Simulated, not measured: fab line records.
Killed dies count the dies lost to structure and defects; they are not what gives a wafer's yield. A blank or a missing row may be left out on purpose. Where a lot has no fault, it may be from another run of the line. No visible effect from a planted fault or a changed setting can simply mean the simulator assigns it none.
Chamber matching | flow n5 finfet | N5_BEOL_M7_CURE_75 on uv cure-03: 3 sister chambers
The step cures SiCOH lowk, time 120 s. 3 wafers are shown with their chamber, then 11 later ones without.

## EACH WAFER AND ITS CHAMBER
wafer  | chamber | wafer_temp_C_max
L083.4 | 0       | 371.8
L085.6 | 2       | 372.5
L086.2 | 1       | 371.0

## WAFERS MISSING THEIR CHAMBER
wafer  | wafer_temp_C_max
L086.4 | 371.2
L086.5 | 370.9
L090.1 | 371.6
L090.2 | 371.5
L090.6 | 371.3
L092.1 | 371.3
L092.4 | 372.0
L092.5 | 371.9
L092.2 | 371.6
L092.3 | 371.5
L092.6 | 371.3

## THE CHAMBER EACH PASSED THROUGH
wafer  | from the rows above     | in truth
L086.4 | can't be placed: 1 or 0 | 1
L086.5 | 1                       | 1
L090.1 | can't be placed: 0 or 1 | 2
L090.2 | can't be placed: 0 or 1 | 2
L090.6 | can't be placed: 1 or 0 | 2
L092.1 | can't be placed: 1 or 0 | 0
L092.4 | can't be placed: 0 or 2 | 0
L092.5 | 0                       | 0
L092.2 | can't be placed: 0 or 1 | 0
L092.3 | can't be placed: 0 or 1 | 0
L092.6 | can't be placed: 1 or 0 | 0
2 of 11 placed correctly. Cannot be placed on the basis of these rows: 9; the candidates contain the true chamber in 6. Wrongly placed: 0.
How it was worked out, from the rows above alone: a wafer's distance from a chamber is the root of the sum, over the readings, of the square of ((its reading less the chamber's mean) divided by the reading's scatter). The wafer belongs to the nearest chamber; if the next one is less than 2 further off, it can't be placed. A chamber's mean is the mean of its shown wafers. The scatter: with one shown wafer a chamber, the root of the mean of the squares of how far each hidden wafer lies from its nearest shown one.
